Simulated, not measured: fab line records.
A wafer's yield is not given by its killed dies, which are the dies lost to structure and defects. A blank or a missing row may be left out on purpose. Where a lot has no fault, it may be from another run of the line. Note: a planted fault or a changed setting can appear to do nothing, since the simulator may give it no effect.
Split-lot experiment / flow n5_finfet / route with 1938 steps; 7 lots, 21 wafers read

== ABOUT THE SPLIT ==
At N5_BEOL_M8_PECVD_70 (deposits SiO2 from TEOS/O2, target thk 20 nm, time 22.7 s), the setting temp_c was moved away from the recipe's 400 C on 5 of the 21 wafers read, by -1.4% to +3.5%. This setting was run at the recipe's value on the other wafers.

== FROM THE SPLIT TO THE READING: what the file shows between them, 3 steps ==
- N5_BEOL_M8_HM_DEP_02: deposits TiN, target thk 20 nm
- N5_BEOL_M8_COAT_59: time 60 s, resist thk 100 nm
- N5_BEOL_M8_STRIP_80: strips in N2/H2, time 10 s

== THE READING ==
SiO2_of_BEOL_M8_PECVD_70.thk_nm (the simulator's own value, which no gauge read), in nm, at N5_BEOL_M8_HM_STRIP_39 (strips TiN in peroxide tin strip, target depth 25 nm, time 158 s). The file gives no usual value for it. The 16 wafers here that ran the recipe average 19.8 nm, standard deviation 0.35 nm.

wafer=L074.4; tool, chamber at the split=pecvd-01, 2; temp_c as run, C=400; against the recipe=recipe; SiO2_of_BEOL_M8_PECVD_70.thk_nm, nm=19.8; against lot-mates on the recipe=-
wafer=L074.5; tool, chamber at the split=pecvd-01, 0; temp_c as run, C=400; against the recipe=recipe; SiO2_of_BEOL_M8_PECVD_70.thk_nm, nm=19.6; against lot-mates on the recipe=-
wafer=L074.6; tool, chamber at the split=pecvd-01, 1; temp_c as run, C=400; against the recipe=recipe; SiO2_of_BEOL_M8_PECVD_70.thk_nm, nm=20.2; against lot-mates on the recipe=-
wafer=L075.2; tool, chamber at the split=pecvd-02, 1; temp_c as run, C=409.9; against the recipe=+2.5%; SiO2_of_BEOL_M8_PECVD_70.thk_nm, nm=18.2; against lot-mates on the recipe=-1.7
wafer=L075.4; tool, chamber at the split=pecvd-02, 1,0; temp_c as run, C=400; against the recipe=recipe; SiO2_of_BEOL_M8_PECVD_70.thk_nm, nm=20; against lot-mates on the recipe=-
wafer=L075.6; tool, chamber at the split=pecvd-02, 1,0; temp_c as run, C=400; against the recipe=recipe; SiO2_of_BEOL_M8_PECVD_70.thk_nm, nm=19.8; against lot-mates on the recipe=-
wafer=L078.2; tool, chamber at the split=pecvd-02, 2; temp_c as run, C=400; against the recipe=recipe; SiO2_of_BEOL_M8_PECVD_70.thk_nm, nm=19; against lot-mates on the recipe=-
wafer=L078.3; tool, chamber at the split=pecvd-02, 2; temp_c as run, C=400; against the recipe=recipe; SiO2_of_BEOL_M8_PECVD_70.thk_nm, nm=19.4; against lot-mates on the recipe=-
wafer=L078.5; tool, chamber at the split=pecvd-02, 1; temp_c as run, C=394.5; against the recipe=-1.4%; SiO2_of_BEOL_M8_PECVD_70.thk_nm, nm=20.4; against lot-mates on the recipe=+1.2
wafer=L080.4; tool, chamber at the split=pecvd-04, 0; temp_c as run, C=414; against the recipe=+3.5%; SiO2_of_BEOL_M8_PECVD_70.thk_nm, nm=18.2; against lot-mates on the recipe=-2.0
wafer=L080.5; tool, chamber at the split=pecvd-04, 2; temp_c as run, C=400; against the recipe=recipe; SiO2_of_BEOL_M8_PECVD_70.thk_nm, nm=20.4; against lot-mates on the recipe=-
wafer=L080.6; tool, chamber at the split=pecvd-04, 1; temp_c as run, C=400; against the recipe=recipe; SiO2_of_BEOL_M8_PECVD_70.thk_nm, nm=20; against lot-mates on the recipe=-
wafer=L083.2; tool, chamber at the split=pecvd-01, 2,0; temp_c as run, C=409.2; against the recipe=+2.3%; SiO2_of_BEOL_M8_PECVD_70.thk_nm, nm=18.4; against lot-mates on the recipe=-1.2
wafer=L083.4; tool, chamber at the split=pecvd-01, 2,0; temp_c as run, C=409.2; against the recipe=+2.3%; SiO2_of_BEOL_M8_PECVD_70.thk_nm, nm=18.4; against lot-mates on the recipe=-1.2
wafer=L083.3; tool, chamber at the split=pecvd-01, 1; temp_c as run, C=400; against the recipe=recipe; SiO2_of_BEOL_M8_PECVD_70.thk_nm, nm=19.6; against lot-mates on the recipe=-
wafer=L085.2; tool, chamber at the split=pecvd-02, 1,0; temp_c as run, C=400; against the recipe=recipe; SiO2_of_BEOL_M8_PECVD_70.thk_nm, nm=19.4; against lot-mates on the recipe=-
wafer=L085.3; tool, chamber at the split=pecvd-02, 1,0; temp_c as run, C=400; against the recipe=recipe; SiO2_of_BEOL_M8_PECVD_70.thk_nm, nm=19.4; against lot-mates on the recipe=-
wafer=L085.4; tool, chamber at the split=pecvd-02, 0; temp_c as run, C=400; against the recipe=recipe; SiO2_of_BEOL_M8_PECVD_70.thk_nm, nm=19.8; against lot-mates on the recipe=-
wafer=L086.3; tool, chamber at the split=pecvd-01, 1,0; temp_c as run, C=400; against the recipe=recipe; SiO2_of_BEOL_M8_PECVD_70.thk_nm, nm=19.8; against lot-mates on the recipe=-
wafer=L086.6; tool, chamber at the split=pecvd-01, 1,0; temp_c as run, C=400; against the recipe=recipe; SiO2_of_BEOL_M8_PECVD_70.thk_nm, nm=19.8; against lot-mates on the recipe=-
wafer=L086.5; tool, chamber at the split=pecvd-01, 1; temp_c as run, C=400; against the recipe=recipe; SiO2_of_BEOL_M8_PECVD_70.thk_nm, nm=20.2; against lot-mates on the recipe=-
Rows listing several chambers each stand for several wafers; the file does not say which wafer went through which chamber.

FIT RESULTS
A straight line over all 21 wafers: SiO2_of_BEOL_M8_PECVD_70.thk_nm changes by -0.529 nm for each +1% of temp_c; r = -0.88; the points scatter about the line by 0.33 nm.
The same after taking each lot's own level away (the mean of its wafers on the recipe; 21 wafers): -0.605 nm for each +1%; r = -0.96; scatter 0.21 nm.
That fit puts the effect of the largest move of temp_c on the reading at 2.1 nm.
The lots' own levels span 19.20 to 20.20 nm, that is 2.9 times the standard deviation above.
So the slope is not independent of the lot-to-lot level: the two fits are not the same.
Check: with one of the wafers moved furthest among these (+3.5%) left out of the fit, the line predicts -2.14 nm for it against its lot-mates. It came out at -2 nm against them.

== FURTHER SPLITS ON THESE WAFERS ==
Other splits were also applied to these wafers ahead of the reading. Each is held against what the fit with the lots' levels taken away leaves over:
other split on the same wafers=N5_BEOL_M6_ETCH_61 bias_w; wafers away from the commonest value=12; r with SiO2_of_BEOL_M8_PECVD_70.thk_nm (lot level and that fit taken away)=-0.11
other split on the same wafers=N5_BEOL_M6_COAT_64 spin_rpm; wafers away from the commonest value=6; r with SiO2_of_BEOL_M8_PECVD_70.thk_nm (lot level and that fit taken away)=-0.02
other split on the same wafers=N5_BEOL_M7_EXPOSE_25 dose_mj; wafers away from the commonest value=9; r with SiO2_of_BEOL_M8_PECVD_70.thk_nm (lot level and that fit taken away)=+0.15
other split on the same wafers=N5_BEOL_M7_DESCUM_33 time_s; wafers away from the commonest value=4; r with SiO2_of_BEOL_M8_PECVD_70.thk_nm (lot level and that fit taken away)=+0.02
other split on the same wafers=N5_BEOL_M7_DEP_56 time_s; wafers away from the commonest value=10; r with SiO2_of_BEOL_M8_PECVD_70.thk_nm (lot level and that fit taken away)=-0.32

== THE WHOLE CHAIN: every reading that the file lists as answering this split, in the file's order ==
step=N5_BEOL_M8_PECVD_70; what it does=deposits SiO2 from TEOS/O2, target thk 20 nm, time 22.7 s; reading=SiO2_of_BEOL_M8_PECVD_70.thk_nm (the simulator's own value, which no gauge read); change (the file's fit)=-0.62 nm for each +1% of the setting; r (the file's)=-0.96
step=N5_BEOL_M8_HM_STRIP_39; what it does=strips TiN in peroxide tin strip, target depth 25 nm, time 158 s; reading=SiO2_of_BEOL_M8_PECVD_70.thk_nm (the simulator's own value, which no gauge read); change (the file's fit)=-0.611 nm for each +1% of the setting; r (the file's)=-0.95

== FILE'S OWN FIT ==
SiO2_of_BEOL_M8_PECVD_70.thk_nm changes by -0.611 nm for each +1% of temp_c, r = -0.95.
